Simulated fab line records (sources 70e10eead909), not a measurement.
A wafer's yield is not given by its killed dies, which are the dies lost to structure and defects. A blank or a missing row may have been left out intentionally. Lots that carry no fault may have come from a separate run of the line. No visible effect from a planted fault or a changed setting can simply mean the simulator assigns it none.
Which of the tools did it?	flow nand_harc	24 lots with 72 wafers sampled at 6 steps, on a route of 1159 steps

WHAT THE GAUGES READ, wafer by wafer
Not one reading of a measure or inspect step in the record can be checked against a usual standard deviation.

TOOL THAT RAN EACH LOT (tool first, then ch and the chambers of the sampled wafers, then the start)
lot	NHARC_A_CHANNEL_FILL_D1_ALD_14	NHARC_A_CHANNEL_FILL_D1_ALD_25	NHARC_A_CHANNEL_FILL_D1_ETCHBACK_08	NHARC_A_STAIRCASE_ETCH_169	NHARC_A_STAIRCASE_ETCH_21	NHARC_A_STAIRCASE_ETCH_25
L074	ald_hk-03 ch 1,2,3, day 9 05:40	ald_hk-03 ch 1,2, day 10 10:22	rie_diel-12 ch 0,1,3, day 10 23:22 or earlier	rie_diel-02 ch 0,1,3, day 10 23:22	rie_diel-02 ch 1,2, no start	rie_diel-02 ch 0,2, no start
L075	ald_hk-03 ch 1,2,3, day 9 05:56	ald_hk-02 ch 0,1,3, day 10 10:58	rie_diel-03 ch 1,2, day 10 23:34 or earlier	rie_diel-01 ch 0,2, day 10 23:34	rie_diel-13 ch 2,3, no start	rie_diel-13 ch 0,1, no start
L077	ald_hk-02 ch 0,1,3, day 9 13:07	ald_hk-04 ch 0,1, day 10 19:23	rie_diel-12 ch 1,2,3, day 11 08:28 or earlier	rie_diel-02 ch 0,2, day 11 08:28	rie_diel-13 ch 0,1,3, no start	rie_diel-13 ch 2,3, no start
L076	ald_hk-02 ch 0,1,3, day 9 13:20	ald_hk-02 ch 1,2, day 10 19:23	rie_diel-07 ch 0,1, day 11 08:35 or earlier	rie_diel-01 ch 0,1, day 11 08:35	rie_diel-02 ch 0,2, no start	rie_diel-02 ch 0,1,2, no start
L078	ald_hk-04 ch 2,3, day 9 22:25	ald_hk-03 ch 0,1,2, day 11 03:52	rie_diel-03 ch 0,2, day 11 21:15 or earlier	rie_diel-13 ch 1,2, day 11 21:15	rie_diel-01 ch 1,2,3, no start	rie_diel-01 ch 0,2, no start
L080	ald_hk-02 ch 1,3, day 10 04:34	ald_hk-04 ch 2,3, day 11 09:53	rie_diel-12 ch 1,3, day 11 20:53 or earlier	rie_diel-02 ch 0,2, day 11 20:53	rie_diel-02 ch 2,3, no start	rie_diel-02 ch 1,2,3, no start
L079	ald_hk-03 ch 0,1,2, day 10 04:39	ald_hk-02 ch 0,2,3, day 11 11:59	rie_diel-07 ch 1,2, day 11 23:02 or earlier	rie_diel-02 ch 0,1,3, day 11 23:02	rie_diel-01 ch 0,3, no start	rie_diel-01 ch 0,1,3, no start
L082	ald_hk-03 ch 0,1, day 10 20:46	ald_hk-02 ch 0,2,3, day 12 03:30	rie_diel-12 ch 0,1,3, day 12 15:08 or earlier	rie_diel-02 ch 2,3, day 12 15:08	rie_diel-01 ch 1,2,3, no start	rie_diel-01 ch 0,1, no start
L081	ald_hk-03 ch 0,1,3, day 10 21:01	ald_hk-04 ch 1,2,3, day 12 03:35	rie_diel-03 ch 1,2, day 12 15:21 or earlier	rie_diel-02 ch 0,2,3, day 12 15:21	rie_diel-02 ch 1,2,3, no start	rie_diel-02 ch 0,1,3, no start
L083	ald_hk-04 ch 0,2,3, day 11 09:20	ald_hk-03 ch 0,2,3, day 12 14:07	rie_diel-12 ch 0,1,3, day 13 07:14 or earlier	rie_diel-13 ch 0,1,3, day 13 07:14	rie_diel-02 ch 0,1,2, no start	rie_diel-02 ch 0,2,3, no start
L084	ald_hk-04 ch 0,2,3, day 11 09:34	ald_hk-04 ch 0,1,2, day 12 14:44	rie_diel-12 ch 1,2,3, day 13 03:23 or earlier	rie_diel-02 ch 0,2,3, day 13 03:23	rie_diel-01 ch 0,1,2, no start	rie_diel-01 ch 1,2,3, no start
L085	ald_hk-04 ch 2,3, day 12 01:32	ald_hk-02 ch 0,3, day 13 08:58	rie_diel-12 ch 1,2, day 13 21:36 or earlier	rie_diel-02 ch 1,2, day 13 21:36	rie_diel-02 ch 2,3, no start	rie_diel-02 ch 0,1,3, no start
L086	ald_hk-03 ch 0,1,2, day 12 01:32	ald_hk-04 ch 0,1,2, day 13 08:24	rie_diel-12 ch 1,2,3, day 13 22:10 or earlier	rie_diel-01 ch 0,1,3, day 13 22:10	rie_diel-01 ch 0,2,3, no start	rie_diel-01 ch 1,2,3, no start
L088	ald_hk-02 ch 0,2,3, day 12 05:59	ald_hk-03 ch 0,1, day 13 11:24	rie_diel-12 ch 0,1,2, day 14 04:16 or earlier	rie_diel-02 ch 0,1,2, day 14 04:16	rie_diel-13 ch 0,1,2, no start	rie_diel-13 ch 1,2, no start
L087	ald_hk-04 ch 0,1,3, day 12 21:27	ald_hk-04 ch 0,1, day 14 07:26	rie_diel-12 ch 0,2,3, day 14 20:30 or earlier	rie_diel-01 ch 2,3, day 14 20:30	rie_diel-13 ch 1,3, no start	rie_diel-13 ch 0,3, no start
L090	ald_hk-04 ch 0,1, day 12 21:43	ald_hk-04 ch 0,1,2, day 14 04:58	rie_diel-12 ch 0,2,3, day 14 17:17 or earlier	rie_diel-13 ch 2,3, day 14 17:17	rie_diel-01 ch 0,3, no start	rie_diel-01 ch 1,2, no start
L091	ald_hk-03 ch 0,1,3, day 13 01:20	ald_hk-02 ch 1,2, day 14 04:35	rie_diel-12 ch 0,1,2, day 14 17:08 or earlier	rie_diel-13 ch 0,1,3, day 14 17:08	rie_diel-01 ch 1,2, no start	rie_diel-01 ch 0,3, no start
L089	ald_hk-04 ch 2,3, day 13 01:26	ald_hk-03 ch 0,2,3, day 14 06:13	rie_diel-03 ch 0,1,3, day 14 20:47 or earlier	rie_diel-01 ch 1,3, day 14 20:47	rie_diel-01 ch 1,2,3, no start	rie_diel-01 ch 0,2,3, no start
L093	ald_hk-03 ch 0,2, day 13 09:24	ald_hk-04 ch 0,2,3, day 14 16:05	rie_diel-03 ch 0,3, day 15 04:16 or earlier	rie_diel-13 ch 0,2,3, day 15 04:16	rie_diel-13 ch 0,2,3, no start	rie_diel-13 ch 0,2, no start
L092	ald_hk-02 ch 0,2,3, day 13 17:19	ald_hk-03 ch 0,2,3, day 15 03:58	rie_diel-03 ch 0,1,3, day 15 17:28 or earlier	rie_diel-13 ch 0,3, day 15 17:28	rie_diel-01 ch 0,1, no start	rie_diel-01 ch 0,2,3, no start
L095	ald_hk-02 ch 0,1,2, day 14 15:47	ald_hk-02 ch 0,1,2, day 15 20:59	rie_diel-12 ch 0,2,3, day 16 09:56 or earlier	rie_diel-01 ch 1,2,3, day 16 09:56	rie_diel-02 ch 0,2,3, no start	rie_diel-02 ch 1,2,3, no start
L096	ald_hk-02 ch 0,1,2, day 14 16:01	ald_hk-04 ch 0,1,2, day 15 20:50	rie_diel-03 ch 0,1,3, day 16 10:08 or earlier	rie_diel-02 ch 0,2,3, day 16 10:08	rie_diel-13 ch 0,2,3, no start	rie_diel-13 ch 0,1,3, no start
L094	ald_hk-02 ch 0,1, day 14 19:25	ald_hk-03 ch 2,3, day 16 00:46	rie_diel-12 ch 1,2,3, day 16 14:03 or earlier	rie_diel-02 ch 0,1, day 16 14:03	rie_diel-13 ch 2,3, no start	rie_diel-13 ch 0,1,2, no start
L097	ald_hk-02 ch 0,1,3, day 14 23:18	ald_hk-02 ch 1,2,3, day 16 06:37	rie_diel-07 ch 1,2,3, day 16 18:47 or earlier	rie_diel-02 ch 2,3, day 16 18:47	rie_diel-02 ch 0,1, no start	rie_diel-02 ch 0,2, no start
- NHARC_A_CHANNEL_FILL_D1_ALD_14: deposits SiO2, target thk 2.5 nm, pulse time 10 s, ald cycles 25.
- NHARC_A_CHANNEL_FILL_D1_ALD_25: deposits SiOx, target thk 60 nm, pulse time 10 s, ald cycles 600.
- NHARC_A_CHANNEL_FILL_D1_ETCHBACK_08: etches the open film in C4F8, target depth 220 nm, time 110 s.
- NHARC_A_STAIRCASE_ETCH_169: etches the open film in CH3F/O2, target depth 50 nm, time 107.1 s.
- NHARC_A_STAIRCASE_ETCH_21: etches the open film in C4F8/O2, target depth 100 nm, time 40.5 s.
- NHARC_A_STAIRCASE_ETCH_25: etches the open film in C4F8/O2, target depth 100 nm, time 40.5 s.

AS READ BY THE TOOLS THEMSELVES (means over the sampled wafers that have a number; for cases with no such wafer, the mark the record gives instead)
NHARC_A_CHANNEL_FILL_D1_ALD_14. Usual: heater_power_w 503 W, standard deviation 72; precursor_pulse_height_rel 0.999, standard deviation 0.02.
lot	tool	heater_power_w (W)	precursor_pulse_height_rel	flag
L074	ald_hk-03	427	0.996	
L075	ald_hk-03	429	1.021	
L077	ald_hk-02	544	1.008	
L076	ald_hk-02	539	0.994	
L078	ald_hk-04	538	1.001	
L080	ald_hk-02	524	0.992	
L079	ald_hk-03	411	0.998	
L082	ald_hk-03	399	0.979	
L081	ald_hk-03	401	0.993	
L083	ald_hk-04	532	1.015	
L084	ald_hk-04	541	1.008	
L085	ald_hk-04	520	0.992	
L086	ald_hk-03	410	0.998	
L088	ald_hk-02	609	1.013	
L087	ald_hk-04	529	0.980	
L090	ald_hk-04	514	1.008	
L091	ald_hk-03	401	1.004	
L089	ald_hk-04	534	1.004	
L093	ald_hk-03	437	1.011	
L092	ald_hk-02	560	0.995	
L095	ald_hk-02	570	1.005	
L096	ald_hk-02	574	1.002	
L094	ald_hk-02	542	0.974	
L097	ald_hk-02	524	1.009	

NHARC_A_CHANNEL_FILL_D1_ALD_25. Usual: heater_power_w 506 W, standard deviation 71; precursor_pulse_height_rel 1.002, standard deviation 0.02.
lot	tool	heater_power_w (W)	precursor_pulse_height_rel	flag
L074	ald_hk-03	435	1.012	
L075	ald_hk-02	547	1.013	
L077	ald_hk-04	524	1.006	
L076	ald_hk-02	616	0.985	
L078	ald_hk-03	418	0.997	
L080	ald_hk-04	528	1.016	
L079	ald_hk-02	607	1.012	
L082	ald_hk-02	602	0.991	
L081	ald_hk-04	519	0.979	
L083	ald_hk-03	426	1.003	
L084	ald_hk-04	523	0.983	
L085	ald_hk-02	528	1.012	
L086	ald_hk-04	525	1.016	
L088	ald_hk-03	403	1.000	
L087	ald_hk-04	515	0.984	
L090	ald_hk-04	525	0.989	
L091	ald_hk-02	565	1.003	
L089	ald_hk-03	412	0.982	
L093	ald_hk-04	534	1.036	
L092	ald_hk-03	421	1.010	
L095	ald_hk-02	571	1.018	
L096	ald_hk-04	527	0.998	
L094	ald_hk-03	442	1.004	
L097	ald_hk-02	556	0.992	

NHARC_A_CHANNEL_FILL_D1_ETCHBACK_08. Usual: oes_product_au 0.95 a.u., standard deviation 0.037; rf_vpp_V 439.8 V, standard deviation 2.6.
lot	tool	oes_product_au (a.u.)	rf_vpp_V (V)	flag
L074	rie_diel-12	1.00	440.5	
L075	rie_diel-03	1.01	438.9	
L077	rie_diel-12	0.93	438.5	
L076	rie_diel-07	1.00	443.8	
L078	rie_diel-03	0.93	443.0	
L080	rie_diel-12	1.00	439.1	
L079	rie_diel-07	1.00	438.3	
L082	rie_diel-12	0.99	440.9	
L081	rie_diel-03	1.00	440.8	
L083	rie_diel-12	0.92	440.8	
L084	rie_diel-12	0.91	440.1	
L085	rie_diel-12	0.92	437.4	
L086	rie_diel-12	0.92	437.6	
L088	rie_diel-12	1.00	439.3	
L087	rie_diel-12	0.92	439.6	
L090	rie_diel-12	0.92	440.3	
L091	rie_diel-12	0.92	439.9	
L089	rie_diel-03	0.93	439.7	
L093	rie_diel-03	0.93	441.3	
L092	rie_diel-03	0.93	439.3	
L095	rie_diel-12	0.92	440.6	
L096	rie_diel-03	0.93	439.6	
L094	rie_diel-12	1.01	439.7	
L097	rie_diel-07	0.92	438.0	

NHARC_A_STAIRCASE_ETCH_169. Usual: ch3f_flow_sccm 49.98 sccm, standard deviation 0.15; drypump_motor_current_A 5.7 A, standard deviation 0.37; oes_product_au 0.955 a.u., standard deviation 0.02; rf_vpp_V 244.0 V, standard deviation 1.7; showerhead_plenum_p_Torr 2.43 Torr, standard deviation 0.11; throttle_valve_pct 20.664 %, standard deviation 0.0096.
lot	tool	ch3f_flow_sccm (sccm)	drypump_motor_current_A (A)	oes_product_au (a.u.)	rf_vpp_V (V)	showerhead_plenum_p_Torr (Torr)	throttle_valve_pct (%)	flag
L074	rie_diel-02	49.99	5.6	0.968	244.5	2.47	20.661	
L075	rie_diel-01	50.02	6.0	0.971	245.6	2.47	20.670	
L077	rie_diel-02	50.18	5.6	0.962	243.4	2.40	20.665	
L076	rie_diel-01	49.92	5.5	0.976	243.0	2.35	20.665	
L078	rie_diel-13	49.93	6.1	0.928	243.1	2.32	20.671	
L080	rie_diel-02	49.90	5.6	0.920	243.9	2.40	20.660	
L079	rie_diel-02	49.92	5.6	0.972	243.7	2.47	20.658	
L082	rie_diel-02	49.77	6.1	0.969	244.7	2.51	20.670	
L081	rie_diel-02	49.91	5.8	0.955	244.5	2.48	20.660	
L083	rie_diel-13	49.90	5.7	0.958	243.4	2.40	20.672	
L084	rie_diel-02	49.83	5.8	0.920	244.4	2.48	20.657	
L085	rie_diel-02	49.80	5.5	0.923	242.4	2.31	20.658	
L086	rie_diel-01	50.08	5.6	0.925	243.0	2.38	20.674	
L088	rie_diel-02	50.12	5.5	0.947	242.7	2.38	20.662	
L087	rie_diel-01	49.97	6.1	0.945	245.1	2.51	20.653	
L090	rie_diel-13	50.08	5.5	0.951	245.1	2.49	20.668	
L091	rie_diel-13	50.15	5.7	0.981	243.2	2.39	20.661	
L089	rie_diel-01	49.93	5.7	0.948	244.2	2.39	20.654	
L093	rie_diel-13	49.89	5.5	0.979	245.1	2.50	20.657	
L092	rie_diel-13	50.09	5.4	0.953	244.3	2.41	20.667	
L095	rie_diel-01	49.94	5.8	0.958	244.4	2.44	20.666	
L096	rie_diel-02	50.04	5.8	0.949	244.6	2.47	20.671	
L094	rie_diel-02	49.99	5.3	0.974	244.3	2.43	20.664	
L097	rie_diel-02	50.09	5.9	0.965	243.2	2.41	20.668	

NHARC_A_STAIRCASE_ETCH_21. Usual: oes_product_au 0.945 a.u., standard deviation 0.014; rf_vpp_V 894 V, standard deviation 5.5.
lot	tool	oes_product_au (a.u.)	rf_vpp_V (V)	flag
L074	rie_diel-02	0.957	889	
L075	rie_diel-13	0.934	889	
L077	rie_diel-13	0.921	893	
L076	rie_diel-02	0.942	893	
L078	rie_diel-01	0.936	896	
L080	rie_diel-02	0.941	894	
L079	rie_diel-01	0.950	892	
L082	rie_diel-01	0.932	895	
L081	rie_diel-02	0.944	893	
L083	rie_diel-02	0.950	892	
L084	rie_diel-01	0.931	893	
L085	rie_diel-02	0.966	899	
L086	rie_diel-01	0.954	895	
L088	rie_diel-13	0.958	897	
L087	rie_diel-13	0.941	890	
L090	rie_diel-01	0.941	893	
L091	rie_diel-01	0.941	894	
L089	rie_diel-01	0.931	896	
L093	rie_diel-13	0.942	898	
L092	rie_diel-01	0.984	890	
L095	rie_diel-02	0.938	895	
L096	rie_diel-13	0.944	897	
L094	rie_diel-13	0.960	901	
L097	rie_diel-02	0.947	891	

NHARC_A_STAIRCASE_ETCH_25. Usual: oes_product_au 0.945 a.u., standard deviation 0.01; rf_vpp_V 894 V, standard deviation 5.4.
lot	tool	oes_product_au (a.u.)	rf_vpp_V (V)	flag
L074	rie_diel-02	0.943	894	
L075	rie_diel-13	0.949	892	
L077	rie_diel-13	0.930	889	
L076	rie_diel-02	0.942	892	
L078	rie_diel-01	0.934	894	
L080	rie_diel-02	0.933	894	
L079	rie_diel-01	0.950	893	
L082	rie_diel-01	0.945	890	
L081	rie_diel-02	0.943	895	
L083	rie_diel-02	0.947	896	
L084	rie_diel-01	0.938	896	
L085	rie_diel-02	0.950	897	
L086	rie_diel-01	0.958	896	
L088	rie_diel-13	0.950	900	
L087	rie_diel-13	0.939	894	
L090	rie_diel-01	0.942	897	
L091	rie_diel-01	0.946	894	
L089	rie_diel-01	0.946	896	
L093	rie_diel-13	0.952	903	
L092	rie_diel-01	0.960	894	
L095	rie_diel-02	0.947	893	
L096	rie_diel-13	0.948	893	
L094	rie_diel-13	0.942	896	
L097	rie_diel-02	0.929	891	

THE ANSWER, worked out from the rows above alone
Rule: a lot is off if the mean of its wafers that have a number lies more than 3 standard deviations from the usual mean. A lot without any number at a reading at which 4 lots or more have one is off too. The other lots that the step has rows for count as sound. After the gauges, taken in route order, come the tools' own readings; for these a lot's mean is taken, as printed above. At the first step where some lot is off, the reading lying furthest off is the one used; lots without a number count as furthest.
None of the lots is off at any reading shown; this tells nothing.

WHAT WAS PUT IN BY THE SIMULATOR
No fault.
